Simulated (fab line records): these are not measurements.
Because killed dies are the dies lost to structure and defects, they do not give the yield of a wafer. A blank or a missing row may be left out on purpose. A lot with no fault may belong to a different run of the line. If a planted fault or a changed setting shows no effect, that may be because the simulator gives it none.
Chamber matching / flow n5Finfet / N5_MOL_CONTACT_COAG_ETCH_67 on rieDiel-01: 4 sister chambers
The step etches SOC in N2/H2, target depth 60 nm, overetch 21 nm, time 101.2 s. 4 wafers are shown with their chamber, then 9 later ones without.

## WAFERS WITH THEIR CHAMBER
wafer=L249.2; chamber=2; drypumpMotorCurrentA (A)=4.9
wafer=L249.6; chamber=1; drypumpMotorCurrentA (A)=6.1
wafer=L251.5; chamber=3; drypumpMotorCurrentA (A)=5.1
wafer=L251.6; chamber=0; drypumpMotorCurrentA (A)=6.8

## WAFERS MISSING THEIR CHAMBER
wafer=L252.2; drypumpMotorCurrentA (A)=6.8
wafer=L252.4; drypumpMotorCurrentA (A)=5.1
wafer=L252.5; drypumpMotorCurrentA (A)=6.8
wafer=L254.1; drypumpMotorCurrentA (A)=4.9
wafer=L254.4; drypumpMotorCurrentA (A)=6.8
wafer=L254.5; drypumpMotorCurrentA (A)=6.8
wafer=L255.2; drypumpMotorCurrentA (A)=6.8
wafer=L255.4; drypumpMotorCurrentA (A)=4.9
wafer=L255.6; drypumpMotorCurrentA (A)=6.2

## CHAMBER TAKEN BY EACH
wafer=L252.2; from the rows above=0; in truth=0
wafer=L252.4; from the rows above=3; in truth=3
wafer=L252.5; from the rows above=0; in truth=0
wafer=L254.1; from the rows above=2; in truth=2
wafer=L254.4; from the rows above=0; in truth=0
wafer=L254.5; from the rows above=0; in truth=0
wafer=L255.2; from the rows above=0; in truth=0
wafer=L255.4; from the rows above=2; in truth=2
wafer=L255.6; from the rows above=1; in truth=1
9 of 9 placed correctly. Number that these rows cannot place: 0. Placed wrongly: 0.
How it was worked out, from the rows above alone: a wafer's distance from a chamber is the root of the sum, over the readings, of the square of ((its reading less the chamber's mean) divided by the reading's scatter). If the next closest chamber is less than 2 further off than the closest, the wafer can't be placed; otherwise it belongs to the closest. Each chamber's mean is taken over the wafers shown for it. The scatter: with one shown wafer a chamber, the root of the mean of the squares of how far each hidden wafer lies from its nearest shown one.
